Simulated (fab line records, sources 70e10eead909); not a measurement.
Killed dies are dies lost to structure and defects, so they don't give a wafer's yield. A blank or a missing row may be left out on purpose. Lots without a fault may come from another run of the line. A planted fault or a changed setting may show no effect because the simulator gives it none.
Chamber matching | flow nand_harc | NHARC_P_BONDPAD_ACTIVATE_29 on rie_diel-04: 4 sister chambers
The step chemistry N2, time 60 s. 20 wafers are shown with their chamber, then 10 later ones without.

WAFERS WITH THEIR CHAMBER
wafer  | chamber | drypump_motor_current_A (A) | showerhead_plenum_p_Torr (Torr) | oes_product_au (a.u.)
L522.3 | 2       | 5.3                         | 1.78                            | 1.001
L522.4 | 0       | 5.4                         | 1.88                            | 1.012
L522.5 | 0       | 5.4                         | 1.88                            | 1.001
L525.3 | 2       | 5.3                         | 1.78                            | 0.997
L525.4 | 3       | 6.5                         | 1.79                            | 1.008
L525.5 | 2       | 5.3                         | 1.78                            | 0.995
L524.3 | 0       | 5.3                         | 1.88                            | 0.998
L524.5 | 2       | 5.3                         | 1.78                            | 0.991
L524.6 | 3       | 6.5                         | 1.79                            | 0.991
L526.2 | 3       | 6.5                         | 1.79                            | 1.010
L526.3 | 2       | 5.3                         | 1.78                            | 0.997
L526.6 | 0       | 5.3                         | 1.88                            | 0.997
L530.2 | 3       | 6.5                         | 1.78                            | 1.004
L530.3 | 2       | 5.3                         | 1.77                            | 1.003
L530.4 | 1       | 5.2                         | 1.89                            | 0.999
L531.1 | 1       | 5.2                         | 1.89                            | 1.002
L531.5 | 0       | 5.3                         | 1.88                            | 0.996
L531.6 | 3       | 6.5                         | 1.78                            | 1.015
L534.2 | 0       | 5.3                         | 1.88                            | 1.002
L534.3 | 2       | 5.3                         | 1.77                            | 1.005

SIGNATURES (means of the wafers above)
reading                  | chamber 0 | chamber 1 | chamber 2 | chamber 3 | scatter within a chamber
drypump_motor_current_A  | 5.333     | 5.200     | 5.300     | 6.500     | 0.0289
showerhead_plenum_p_Torr | 1.8800    | 1.8900    | 1.7771    | 1.7860    | 0.00405
oes_product_au           | 1.00100   | 1.00050   | 0.99843   | 1.00560   | 0.00636
Rule: a wafer's distance from a chamber is the root of the sum, over the readings, of the square of ((its reading less the chamber's mean) divided by the reading's scatter). The wafer belongs to the nearest chamber; if the next one is less than 2 further off, it can't be placed. The scatter: the root of (the sum of the squares of (reading less its chamber's mean) over the shown wafers, divided by (wafers less chambers)).

WAFERS WITHOUT THEIR CHAMBER
wafer  | drypump_motor_current_A (A) | showerhead_plenum_p_Torr (Torr) | oes_product_au (a.u.)
L534.5 | 5.3                         | 1.89                            | 0.998
L532.1 | 5.2                         | 1.89                            | 1.001
L532.5 | 5.3                         | 1.89                            | 0.999
L532.6 | 5.3                         | 1.88                            | 1.001
L537.1 | 5.2                         | 1.89                            | 0.989
L537.3 | 5.3                         | 1.88                            | 0.997
L537.5 | 5.3                         | 1.88                            | 0.990
L543.1 | 6.5                         | 1.78                            | 1.005
L543.2 | 5.3                         | 1.77                            | 0.996
L543.3 | 5.2                         | 1.89                            | 0.986

WHICH CHAMBER EACH WENT THROUGH
wafer  | from the rows above     | in truth
L534.5 | can't be placed: 0 or 1 | 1
L532.1 | 1                       | 1
L532.5 | can't be placed: 0 or 1 | 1
L532.6 | 0                       | 0
L537.1 | 1                       | 1
L537.3 | 0                       | 0
L537.5 | 0                       | 0
L543.1 | 3                       | 3
L543.2 | 2                       | 2
L543.3 | 1                       | 1
Placed correctly: 8 of 10. Can't be placed from these rows: 2 (the true chamber is among the candidates in 2). Placed wrongly: 0.
